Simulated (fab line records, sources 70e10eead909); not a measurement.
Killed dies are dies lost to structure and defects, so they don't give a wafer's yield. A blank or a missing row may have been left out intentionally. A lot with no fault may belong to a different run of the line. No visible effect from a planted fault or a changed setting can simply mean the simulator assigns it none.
Matching of chambers	flow nand harc	NHARC_A_STAIRCASE_DEP_156 on pecvd-02 has 3 sister chambers
The step deposits SiNx, target thk 50 nm. 6 wafers are shown with their chamber, then 11 later ones without.

WAFERS PAIRED WITH THEIR CHAMBERS
wafer	chamber	heater power w (W)	showerhead vpp V (V)
L081.1	1	864	1338
L081.6	0	764	1336
L082.2	2	737	1300
L082.4	1	778	1308
L082.6	2	738	1313
L086.2	0	717	1331

WAFERS WHOSE CHAMBER IS MISSING
wafer	heater power w (W)	showerhead vpp V (V)
L086.3	751	1327
L086.5	742	1306
L088.2	813	1325
L088.4	762	1296
L088.5	694	1295
L089.2	782	1310
L089.3	703	1334
L089.5	704	1323
L090.1	698	1331
L090.3	773	1306
L090.5	687	1329

EACH ONE'S CHAMBER
wafer	from the rows above	in truth
L086.3	can't be placed: 0 or 2 or 1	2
L086.5	can't be placed: 2 or 0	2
L088.2	can't be placed: 1 or 0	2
L088.4	can't be placed: 2 or 1 or 0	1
L088.5	can't be placed: 2 or 0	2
L089.2	can't be placed: 2 or 1 or 0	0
L089.3	can't be placed: 0 or 2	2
L089.5	can't be placed: 0 or 2 or 1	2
L090.1	can't be placed: 0 or 2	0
L090.3	can't be placed: 2 or 1 or 0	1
L090.5	can't be placed: 0 or 2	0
Correct placement for 0 of the 11. Unplaceable from these rows: 11, with the true chamber sitting among the candidates in 10. Number placed wrongly: 0.
How it was worked out, from the rows above alone: a wafer's distance from a chamber is the root of the sum, over the readings, of the square of ((its reading less the chamber's mean) divided by the reading's scatter). The wafer belongs to the nearest chamber; if the next one is less than 2 further off, it can't be placed. The mean given for a chamber averages the wafers shown for that chamber. How the scatter is found: for the shown wafers, subtract from each reading the mean of its chamber, square and add these, divide the total by (wafers less chambers), then take the root.
